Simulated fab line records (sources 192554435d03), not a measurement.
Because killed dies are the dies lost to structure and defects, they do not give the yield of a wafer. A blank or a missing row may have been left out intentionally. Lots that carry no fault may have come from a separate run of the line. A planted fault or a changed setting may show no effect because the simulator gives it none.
Chamber matching	flow n5_finfet	3 sister chambers for N5_BEOL_M9_DEP_56 on pecvd-01
The step deposits SiCN from 3MS/NH3, target thk 15 nm, time 26.5 s. 24 wafers are shown with their chamber, then 12 later ones without.

## WAFERS, EACH WITH ITS CHAMBER
wafer	chamber	throttle_valve_pct (%)	showerhead_plenum_p_Torr (Torr)
L074.1	1	8.0	3.675
L074.2	2	8.9	3.660
L074.3	0	9.1	3.664
L074.4	0	9.0	3.656
L074.5	1	8.4	3.666
L074.6	2	9.0	3.645
L078.2	2	9.0	3.652
L078.3	0	9.1	3.653
L078.6	0	9.1	3.650
L077.1	2	8.7	3.664
L077.2	0	9.0	3.656
L077.3	1	8.3	3.660
L077.4	0	9.0	3.651
L077.5	1	8.1	3.671
L077.6	2	8.8	3.660
L084.1	1	8.2	3.653
L084.3	2	8.8	3.665
L084.4	2	9.0	3.666
L087.1	2	9.0	3.661
L087.2	0	8.9	3.652
L087.5	1	8.2	3.664
L076.3	2	8.9	3.656
L076.4	1	8.0	3.658
L076.6	0	9.2	3.655

SIGNATURES, as means of the wafers listed above
reading	chamber 0	chamber 1	chamber 2	scatter within a chamber
throttle_valve_pct	9.050	8.171	8.900	0.118
showerhead_plenum_p_Torr	3.65463	3.66386	3.65878	0.00637
Rule: for a wafer and a chamber, the distance is found by dividing, reading by reading, the gap between the wafer's reading and the chamber's mean by the reading's scatter, squaring, summing and taking the root. The wafer belongs to the nearest chamber; if the next one is less than 2 further off, it can't be placed. The scatter: take each reading less its chamber's mean, square it, sum over the shown wafers, divide by the number of wafers less the number of chambers, and take the root.

## WAFERS WHOSE CHAMBER IS MISSING
wafer	throttle_valve_pct (%)	showerhead_plenum_p_Torr (Torr)
L088.2	9.2	3.658
L088.3	8.0	3.660
L088.6	8.0	3.667
L093.2	8.9	3.659
L093.4	9.0	3.658
L093.6	9.1	3.652
L096.2	8.9	3.660
L096.5	8.2	3.663
L096.6	9.1	3.654
L097.1	8.9	3.647
L097.5	9.0	3.661
L097.6	9.1	3.657

## CHAMBER TAKEN BY EACH
wafer	from the rows above	in truth
L088.2	can't be placed: 0 or 2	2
L088.3	1	1
L088.6	1	1
L093.2	can't be placed: 2 or 0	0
L093.4	can't be placed: 0 or 2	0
L093.6	can't be placed: 0 or 2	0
L096.2	can't be placed: 2 or 0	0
L096.5	1	1
L096.6	can't be placed: 0 or 2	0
L097.1	can't be placed: 0 or 2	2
L097.5	can't be placed: 2 or 0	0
L097.6	can't be placed: 0 or 2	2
Correct placement for 3 of the 12. Can't be placed from these rows: 9 (the true chamber is among the candidates in 9). Number placed wrongly: 0.
